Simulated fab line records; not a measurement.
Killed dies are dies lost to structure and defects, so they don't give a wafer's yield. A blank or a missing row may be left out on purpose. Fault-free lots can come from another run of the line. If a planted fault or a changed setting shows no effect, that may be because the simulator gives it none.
fab line records + flow n5_finfet
record
- lots=5
- wafers=14
- last_day=18
route steps=1938 shown BEOL_M11@1552
lots that met no fault: taken from a fault-free run of the same line
start_h: the number of hours between the record's first day and the start of the first shown wafer of the lot + wait_h: hours elapsed since this lot's preceding step + " as in the row above + L1.1+2: a row that stands for several wafers + - no value present, or no start provided + * or withheld: withheld + < > ~ a bound
route shown NAME@n: NAME is a module with steps in the file, n the number in the route of the first one + usual: the fault-free wafers' mean and standard deviation + same: alike in all rows + chamber/n: place in a boat + sites: the reading at each site + _std_site: standard deviation of those values + _edge_site: mean of outer sites minus mean of inner sites + radius_mm: for every site, how far away it sits from the centre of the wafer + mask NAME#n: copy n + behind: the most recent tool/chamber to have shaped the wafer + hold: cause of the lot's hold/its duration in hours/its outcome + device: whichever transistor did not switch (one of n, p or np) + end of line: the tests these same wafers got at the end of their route + for a step that has no rows: nothing shown but its recipe + killed: at the first sort, the dies lost to defects and structure; wafer yield is something else + map: shows each die of a wafer: x if killed, . if not, _ if none is there
set.NAME: the setting the step ran with; set.NAME@STEP: the setting that earlier step ran with + model.NAME: the simulator's own value behind a step, which no gauge read
lots at selected steps of the route; one table per step, one row per wafer
services: a tool's chamber out of use, with start hour (start_h, from the record's first day; less than 0 if before it), hours out, and reason
## steps
# step N5_BEOL_M11_DESCUM_16
# recipe
- chemistry=O2
- time_s=7.9
- source_power_w=50
- bias_power_w=20
- pressure_mtorr=20
- rf_frequency_hz=2.712e+07
- temp_c=40
- resist=CAR-ArF
- o2_flow_sccm=225
# step N5_BEOL_M11_ETCH_61
# recipe
- chemistry=CF4
- target=SiARC
- target_depth_a=390
- mask_material=CAR-ArF
- time_s=65
- ion_energy_ev=80
- pressure_mtorr=40
- source_w=545
- bias_w=36
- Ar_flow_sccm=100
- cf4_flow_sccm=100
- ends=cleared
# step N5_BEOL_M11_ETCH_62
# recipe
- chemistry=N2/H2
- target=SOC
- target_depth_a=1100
- overetch_a=220
- mask_material=SiARC
- temp_c=40
- time_s=165
- ion_energy_ev=200
- pressure_mtorr=30
- source_w=840
- bias_w=150
- n2_flow_sccm=200
- h2_flow_sccm=200
# step N5_BEOL_M11_STRIP_68
# recipe
- chemistry=N2/H2
- temp_c=40
- n2_flow_sccm=200
- h2_flow_sccm=200
- rf_frequency_hz=6e+07
# step N5_BEOL_M11_STRIP_67
# recipe
- chemistry=CF4
- resist=SiARC
- power_w=300
- bias_power_w=75
- pressure_mtorr=50
- cf4_flow_sccm=150
- rf_frequency_hz=6e+07
# step N5_BEOL_M11_HM_OPEN_17
# recipe
- chemistry=Cl2/BCl3
- target_depth_a=200
- overetch_a=60
- target=TiN
- mask_material=SOC
- ion_energy_ev=150
- pressure_mtorr=10
- icp_w=1000
- bias_w=126
- Cl2_flow_sccm=53.25
- bcl3_flow_sccm=21.75
- Ar_flow_sccm=25
# step N5_BEOL_M11_STRIP_19
# recipe
- chemistry=O2
- power_w=400
- temp_c=40
- pressure_mtorr=30
- rf_frequency_hz=6e+07
- bias_power_w=0
- overash_fraction=0.2
- o2_flow_sccm=225
# step N5_BEOL_M11_COAT_63
# recipe
- resist=SOC
- temp_c=250
- time_s=60
- spin_rpm=1500
- resist_thk_nm=100
# step N5_BEOL_M11_COAT_64
# recipe
- resist=SiARC
- temp_c=220
- time_s=60
- spin_rpm=1500
- resist_thk_nm=30
# usual
- exhaust_pa=45.1/0.99
- spin_speed_rpm=1500.0/1.1
| lot.wafer | tool           | chamber | start_h | wait_h | exhaust_pa | spin_speed_rpm | model.SiARC_of_BEOL_M11_COAT_64.thk_nm |
|-----------|----------------|---------|---------|--------|------------|----------------|----------------------------------------|
| L529.2    | litho_track-03 | 0       | 321.28  | -      | 47.4       | 1501.1         | 30.2                                   |
| L529.3    | "              | 0       | "       | "      | 45.5       | 1499.9         | 30                                     |
| L529.6    | "              | 0       | "       | "      | 44.9       | 1503.2         | 30.2                                   |
| L533.4    | litho_track-03 | 0       | 332.59  | -      | 47.0       | 1322.0         | 32                                     |
| L533.5    | "              | 0       | "       | "      | 46.5       | 1322.6         | 32                                     |
| L533.6    | "              | 0       | "       | "      | 45.1       | 1321.4         | 32                                     |
| L535.2    | litho_track-03 | 0       | 348.70  | -      | 45.8       | 1322.7         | 32                                     |
| L535.3    | "              | 0       | "       | "      | 47.1       | 1323.7         | 32                                     |
| L534.1    | litho_track-03 | 0       | 351.74  | -      | 46.8       | 1322.2         | 32                                     |
| L534.2    | "              | 0       | "       | "      | 45.7       | 1321.2         | 32                                     |
| L534.4    | "              | 0       | "       | "      | 45.6       | 1321.5         | 32.2                                   |
| L536.1    | litho_track-02 | 0       | 372.73  | -      | 43.9       | 1500.1         | 30                                     |
| L536.3    | "              | 0       | "       | "      | 44.5       | 1500.4         | 30                                     |
| L536.5    | "              | 0       | "       | "      | 46.0       | 1499.8         | 30                                     |
# step N5_BEOL_M11_COAT_22
# recipe
- resist=CAR-ArF
- spin_rpm=1500
- resist_thk_nm=90
# step N5_BEOL_M11_EBR_24
# recipe
- solvent=PGMEA
- ebr_width_mm=1.5
# step N5_BEOL_M11_SOFTBAKE_23
# recipe
- temp_c=110
- time_s=60
- resist=CAR-ArF
# step N5_BEOL_M11_EXPOSE_25
# recipe
- mask_id=V10
- na=1.35
- source_shape=annular
- sigma_inner=0.5
- sigma_outer=0.8
- polarization=unpolarized
- dose_mj=85.5
# step N5_BEOL_M11_PEB_26
# recipe
- peb_temp_c=withheld
- peb_time_s=60
- resist=CAR-ArF
# step N5_BEOL_M11_DEVELOP_27
# recipe
- develop_time_s=30
- developer=TMAH
- resist=CAR-ArF
- rinse_liquid=diw
- dry=air_spin
- dev_temp_c=23
# step N5_BEOL_M11_DESCUM_33
# recipe
- chemistry=O2
- time_s=7.9
- source_power_w=50
- bias_power_w=20
- pressure_mtorr=20
- rf_frequency_hz=2.712e+07
- temp_c=40
- resist=CAR-ArF
- o2_flow_sccm=225
# step N5_BEOL_M11_ETCH_65
# recipe
- chemistry=CF4
- target=SiARC
- target_depth_a=390
- mask_material=CAR-ArF
- time_s=65
- ion_energy_ev=80
- pressure_mtorr=40
- source_w=545
- bias_w=36
- Ar_flow_sccm=100
- cf4_flow_sccm=100
- ends=cleared
# usual
- bias_w=36.00/0.11
- drypump_motor_current_A=5.9/0.32
- etch_rf_on_time_s=64.4/1
- oes_product_au=0.70/0.074
- rf_vpp_V=184.2/0.9
- showerhead_plenum_p_Torr=2.15/0.035
- throttle_valve_pct=15.57/0.24
| lot.wafer | tool        | chamber | start_h | wait_h | bias_w | drypump_motor_current_A | etch_rf_on_time_s | oes_product_au | rf_hours_counter_h | rf_vpp_V | showerhead_plenum_p_Torr | throttle_valve_pct | model.etch.depth_nm | model.CAR-ArF_of_BEOL_M11_COAT_22.thk_nm |
|-----------|-------------|---------|---------|--------|--------|-------------------------|-------------------|----------------|--------------------|----------|--------------------------|--------------------|---------------------|------------------------------------------|
| L529.2    | rie_diel-02 | 3       | 321.65  | 0.0    | 35.93  | 5.6                     | 65.1              | 0.61           | 189                | 184.2    | 2.13                     | 15.52              | 30.15               | 55.6                                     |
| L529.3    | "           | 1       | "       | "      | 36.23  | 6.3                     | 63.8              | 0.60           | 219                | 184.5    | 2.12                     | 15.96              | 30.08               | 56                                       |
| L529.6    | "           | 1       | "       | "      | 36.25  | 6.4                     | 63.4              | 0.61           | -                  | 183.5    | 2.12                     | 15.97              | 30.1                | 55.8                                     |
| L533.4    | rie_diel-05 | 3       | 333.25  | 0.0    | 36.20  | 6.0                     | 68.4              | 0.80           | 9                  | 184.7    | 2.19                     | 15.21              | 32.01               | 53.6                                     |
| L533.5    | "           | 2       | "       | "      | 36.21  | 5.5                     | 69.5              | 0.66           | -                  | 183.6    | 2.15                     | 15.53              | 32.04               | 53.8                                     |
| L533.6    | "           | 3       | "       | "      | 36.09  | 6.0                     | 68.7              | 0.79           | -                  | 183.4    | 2.19                     | 15.22              | 32.07               | 53.4                                     |
| L535.2    | rie_diel-05 | 2       | 349.15  | 0.0    | 35.94  | 5.5                     | 68.5              | 0.66           | 112                | 184.3    | 2.15                     | 15.55              | 32.06               | 54                                       |
| L535.3    | "           | 1       | "       | "      | 36.01  | 5.9                     | 68.4              | 0.70           | 85                 | 184.4    | 2.16                     | 15.35              | 32.06               | 54                                       |
| L534.1    | rie_diel-01 | 3       | 352.11  | 0.0    | 35.95  | 5.8                     | 68.3              | 0.65           | 169                | 183.1    | 2.06                     | 15.94              | 32.08               | 53.6                                     |
| L534.2    | "           | 2       | "       | "      | 36.19  | 5.5                     | 68.0              | 0.83           | 13                 | 184.8    | 2.19                     | 15.54              | 32.02               | 53.8                                     |
| L534.4    | "           | 0       | "       | "      | 35.95  | 6.3                     | 68.6              | 0.75           | 41                 | 185.1    | 2.18                     | 15.19              | 32.11               | 53.6                                     |
| L536.1    | rie_diel-02 | 3       | 373.23  | 0.0    | 35.73  | 5.7                     | 66.0              | 0.60           | 204                | 184.5    | 2.13                     | 15.54              | 29.93               | 55.8                                     |
| L536.3    | "           | 2       | "       | "      | 36.11  | 6.3                     | 63.2              | 0.73           | 64                 | 184.0    | 2.17                     | 15.68              | 29.9                | 55.4                                     |
| L536.5    | "           | 0       | "       | "      | 36.05  | 5.4                     | 64.8              | 0.63           | -                  | 184.7    | 2.15                     | 15.66              | 29.96               | 55.2                                     |
# step N5_BEOL_M11_ETCH_66
# recipe
- chemistry=N2/H2
- target=SOC
- target_depth_a=1200
- overetch_a=240
- mask_material=SiARC
- temp_c=40
- time_s=180
- ion_energy_ev=200
- pressure_mtorr=30
- source_w=840
- bias_w=150
- n2_flow_sccm=200
- h2_flow_sccm=200
# usual
- bias_w=150.1/0.42
- drypump_motor_current_A=5.9/0.32
- oes_product_au=0.65/0.067
- rf_vpp_V=524.3/1.5
- showerhead_plenum_p_Torr=2.56/0.044
- throttle_valve_pct=17.78/0.26
| lot.wafer | tool        | chamber | start_h | wait_h | bias_w | drypump_motor_current_A | oes_product_au | rf_hours_counter_h | rf_vpp_V | showerhead_plenum_p_Torr | throttle_valve_pct | model.SiARC_of_BEOL_M11_COAT_64.thk_nm |
|-----------|-------------|---------|---------|--------|--------|-------------------------|----------------|--------------------|----------|--------------------------|--------------------|----------------------------------------|
| L529.2    | rie_diel-02 | 3       | 321.70  | 0.0    | 150.3  | 5.7                     | 0.58           | 189                | 523.9    | 2.53                     | 17.69              | 22.8                                   |
| L529.3    | "           | 1       | "       | "      | 150.1  | 6.4                     | 0.57           | 219                | 522.7    | 2.52                     | 18.23              | 22.6                                   |
| L529.6    | "           | 1       | "       | "      | 149.5  | 6.4                     | 0.56           | -                  | 523.6    | 2.52                     | 18.25              | 22.6                                   |
| L533.4    | rie_diel-05 | 3       | 333.30  | 0.0    | 150.1  | 6.0                     | 0.74           | 9                  | 524.3    | 2.61                     | 17.53              | 24.6                                   |
| L533.5    | "           | 2       | "       | "      | 150.2  | 5.5                     | 0.63           | -                  | 525.2    | 2.57                     | 17.80              | 24.6                                   |
| L533.6    | "           | 3       | "       | "      | 150.2  | 6.0                     | 0.75           | -                  | 523.7    | 2.61                     | 17.51              | 24.6                                   |
| L535.2    | rie_diel-05 | 2       | 349.20  | 0.0    | 149.8  | 5.5                     | 0.62           | 112                | 523.6    | 2.56                     | 17.81              | 24.8                                   |
| L535.3    | "           | 1       | "       | "      | 149.9  | 5.9                     | 0.66           | 85                 | 526.2    | 2.56                     | 17.45              | 24.8                                   |
| L534.1    | rie_diel-01 | 3       | 352.16  | 0.0    | 149.9  | 5.8                     | 0.61           | 169                | 520.7    | 2.43                     | 18.18              | 24.8                                   |
| L534.2    | "           | 2       | "       | "      | 150.2  | 5.5                     | 0.77           | 13                 | 524.9    | 2.60                     | 17.78              | 24.6                                   |
| L534.4    | "           | 0       | "       | "      | 150.3  | 6.4                     | 0.72           | 41                 | 524.5    | 2.58                     | 17.35              | 24.8                                   |
| L536.1    | rie_diel-02 | 3       | 373.28  | 0.0    | 150.6  | 5.7                     | 0.57           | 204                | 524.0    | 2.52                     | 17.72              | 22.8                                   |
| L536.3    | "           | 2       | "       | "      | 150.2  | 6.3                     | 0.68           | 64                 | 526.2    | 2.57                     | 17.80              | 22.4                                   |
| L536.5    | "           | 0       | "       | "      | 150.0  | 5.5                     | 0.60           | -                  | 523.5    | 2.55                     | 17.88              | 22.8                                   |
# step N5_BEOL_M11_STRIP_69
# recipe
- chemistry=N2/H2
- temp_c=40
- n2_flow_sccm=200
- h2_flow_sccm=200
- rf_frequency_hz=6e+07
## services
| tool           | chamber | start_h | hours | kind                      |
|----------------|---------|---------|-------|---------------------------|
| litho_track-03 | -       | 298.21  | -     | consumable_replace:filter |
| rie_diel-02    | -       | 303.01  | 0.5   | repair                    |
| rie_diel-01    | 0       | 311.36  | 5.4   | repair                    |
| rie_diel-01    | -       | 338.55  | 0.3   | repair                    |
| rie_diel-02    | 2       | 361.69  | 4.1   | repair                    |
## key
first_sign
- step=N5_BEOL_M11_COAT_64
- reading=spin_speed_rpm
- direction=down
- sigmas=99+
- usual=*
- struck=*
effect
- step=N5_BEOL_M11_ETCH_65
- reading=etch_rf_on_time_s
- direction=up
- sigmas=4.2
- usual=*
- struck=*
model_effect
- step=N5_BEOL_M11_COAT_64
- value=SiARC_of_BEOL_M11_COAT_64.thk_nm
- without=30.05
- struck=32.02
model_effect
- step=N5_BEOL_M11_ETCH_65
- value=etch.depth_nm
- without=30.08
- struck=32.06
model_effect
- step=N5_BEOL_M11_ETCH_66
- value=SiARC_of_BEOL_M11_COAT_64.thk_nm
- without=22.7
- struck=24.7
met_at N5_BEOL_M11_COAT_64
struck_wafers L533.4,L533.5,L533.6,L534.1,L534.2,L534.4,L535.2,L535.3
onset_between 321.28 332.59
fault
- kind=process_parameter_drift
- tool=litho_track-03
- chamber=-
- onset_h=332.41
- steps=N5_BEOL_M11_COAT_64
- channel=spin_rpm
- offset=*
- shape=step
- acts_in=*
- stated=*
